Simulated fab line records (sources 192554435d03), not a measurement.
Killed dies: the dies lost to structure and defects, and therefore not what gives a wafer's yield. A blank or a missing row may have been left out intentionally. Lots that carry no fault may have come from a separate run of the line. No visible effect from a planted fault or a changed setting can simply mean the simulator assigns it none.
Chamber matching || flow n5Finfet || N5_DUMMY_REMOVAL_HM_STRIP_01 on rieDiel-02: 4 sister chambers
The step strips SiNx in CH3F/O2, stops on poly-Si, target depth 4 nm, time 6.8 s. 16 wafers are shown with their chamber, then 8 later ones without.

EACH WAFER AND ITS CHAMBER
{"wafer": "L076.1", "chamber": 2, "showerheadPlenumPTorr (Torr)": 2.10, "drypumpMotorCurrentA (A)": 6.0, "throttleValvePct (%)": 16.35}
{"wafer": "L076.2", "chamber": 3, "showerheadPlenumPTorr (Torr)": 1.95, "drypumpMotorCurrentA (A)": 5.8, "throttleValvePct (%)": 16.58}
{"wafer": "L076.4", "chamber": 0, "showerheadPlenumPTorr (Torr)": 1.97, "drypumpMotorCurrentA (A)": 5.6, "throttleValvePct (%)": 16.58}
{"wafer": "L077.2", "chamber": 2, "showerheadPlenumPTorr (Torr)": 2.09, "drypumpMotorCurrentA (A)": 6.0, "throttleValvePct (%)": 16.38}
{"wafer": "L077.5", "chamber": 3, "showerheadPlenumPTorr (Torr)": 1.95, "drypumpMotorCurrentA (A)": 5.8, "throttleValvePct (%)": 16.59}
{"wafer": "L077.6", "chamber": 2, "showerheadPlenumPTorr (Torr)": 2.09, "drypumpMotorCurrentA (A)": 6.1, "throttleValvePct (%)": 16.39}
{"wafer": "L080.1", "chamber": 2, "showerheadPlenumPTorr (Torr)": 2.09, "drypumpMotorCurrentA (A)": 6.0, "throttleValvePct (%)": 16.38}
{"wafer": "L080.3", "chamber": 3, "showerheadPlenumPTorr (Torr)": 1.94, "drypumpMotorCurrentA (A)": 5.8, "throttleValvePct (%)": 16.59}
{"wafer": "L080.5", "chamber": 1, "showerheadPlenumPTorr (Torr)": 2.06, "drypumpMotorCurrentA (A)": 6.4, "throttleValvePct (%)": 16.03}
{"wafer": "L083.3", "chamber": 3, "showerheadPlenumPTorr (Torr)": 1.94, "drypumpMotorCurrentA (A)": 5.8, "throttleValvePct (%)": 16.61}
{"wafer": "L083.4", "chamber": 0, "showerheadPlenumPTorr (Torr)": 1.97, "drypumpMotorCurrentA (A)": 5.6, "throttleValvePct (%)": 16.14}
{"wafer": "L083.5", "chamber": 3, "showerheadPlenumPTorr (Torr)": 1.94, "drypumpMotorCurrentA (A)": 5.8, "throttleValvePct (%)": 16.61}
{"wafer": "L086.2", "chamber": 1, "showerheadPlenumPTorr (Torr)": 2.05, "drypumpMotorCurrentA (A)": 6.3, "throttleValvePct (%)": 16.03}
{"wafer": "L086.3", "chamber": 2, "showerheadPlenumPTorr (Torr)": 2.09, "drypumpMotorCurrentA (A)": 6.0, "throttleValvePct (%)": 16.40}
{"wafer": "L086.4", "chamber": 0, "showerheadPlenumPTorr (Torr)": 1.97, "drypumpMotorCurrentA (A)": 5.6, "throttleValvePct (%)": 16.14}
{"wafer": "L087.1", "chamber": 2, "showerheadPlenumPTorr (Torr)": 2.09, "drypumpMotorCurrentA (A)": 6.0, "throttleValvePct (%)": 16.42}

SIGNATURES (averages over the wafers above)
{"reading": "showerheadPlenumPTorr", "chamber 0": 1.9700, "chamber 1": 2.0550, "chamber 2": 2.0917, "chamber 3": 1.9440, "scatter within a chamber": 0.00459}
{"reading": "drypumpMotorCurrentA", "chamber 0": 5.600, "chamber 1": 6.350, "chamber 2": 6.017, "chamber 3": 5.800, "scatter within a chamber": 0.0333}
{"reading": "throttleValvePct", "chamber 0": 16.2867, "chamber 1": 16.0300, "chamber 2": 16.3867, "chamber 3": 16.5960, "scatter within a chamber": 0.105}
Rule: for a wafer and a chamber, the distance is found by dividing, reading by reading, the gap between the wafer's reading and the chamber's mean by the reading's scatter, squaring, summing and taking the root. If the next closest chamber is less than 2 further off than the closest, the wafer can't be placed; otherwise it belongs to the closest. How the scatter is found: for the shown wafers, subtract from each reading the mean of its chamber, square and add these, divide the total by (wafers less chambers), then take the root.

WAFERS MISSING THEIR CHAMBER
{"wafer": "L087.4", "showerheadPlenumPTorr (Torr)": 1.94, "drypumpMotorCurrentA (A)": 5.8, "throttleValvePct (%)": 16.62}
{"wafer": "L087.6", "showerheadPlenumPTorr (Torr)": 2.09, "drypumpMotorCurrentA (A)": 6.0, "throttleValvePct (%)": 16.42}
{"wafer": "L095.1", "showerheadPlenumPTorr (Torr)": 1.94, "drypumpMotorCurrentA (A)": 5.8, "throttleValvePct (%)": 16.63}
{"wafer": "L095.2", "showerheadPlenumPTorr (Torr)": 1.96, "drypumpMotorCurrentA (A)": 5.6, "throttleValvePct (%)": 16.18}
{"wafer": "L095.3", "showerheadPlenumPTorr (Torr)": 2.05, "drypumpMotorCurrentA (A)": 6.3, "throttleValvePct (%)": 16.09}
{"wafer": "L095.4", "showerheadPlenumPTorr (Torr)": 2.08, "drypumpMotorCurrentA (A)": 6.0, "throttleValvePct (%)": 16.44}
{"wafer": "L095.5", "showerheadPlenumPTorr (Torr)": 2.05, "drypumpMotorCurrentA (A)": 6.3, "throttleValvePct (%)": 16.06}
{"wafer": "L095.6", "showerheadPlenumPTorr (Torr)": 2.08, "drypumpMotorCurrentA (A)": 6.0, "throttleValvePct (%)": 16.44}

WHICH CHAMBER EACH WENT THROUGH
{"wafer": "L087.4", "from the rows above": 3, "in truth": 3}
{"wafer": "L087.6", "from the rows above": 2, "in truth": 2}
{"wafer": "L095.1", "from the rows above": 3, "in truth": 3}
{"wafer": "L095.2", "from the rows above": 0, "in truth": 0}
{"wafer": "L095.3", "from the rows above": 1, "in truth": 1}
{"wafer": "L095.4", "from the rows above": 2, "in truth": 2}
{"wafer": "L095.5", "from the rows above": 1, "in truth": 1}
{"wafer": "L095.6", "from the rows above": 2, "in truth": 2}
Placed correctly: 8 of 8. Left unplaced by these rows: 0. 0 placed wrongly.
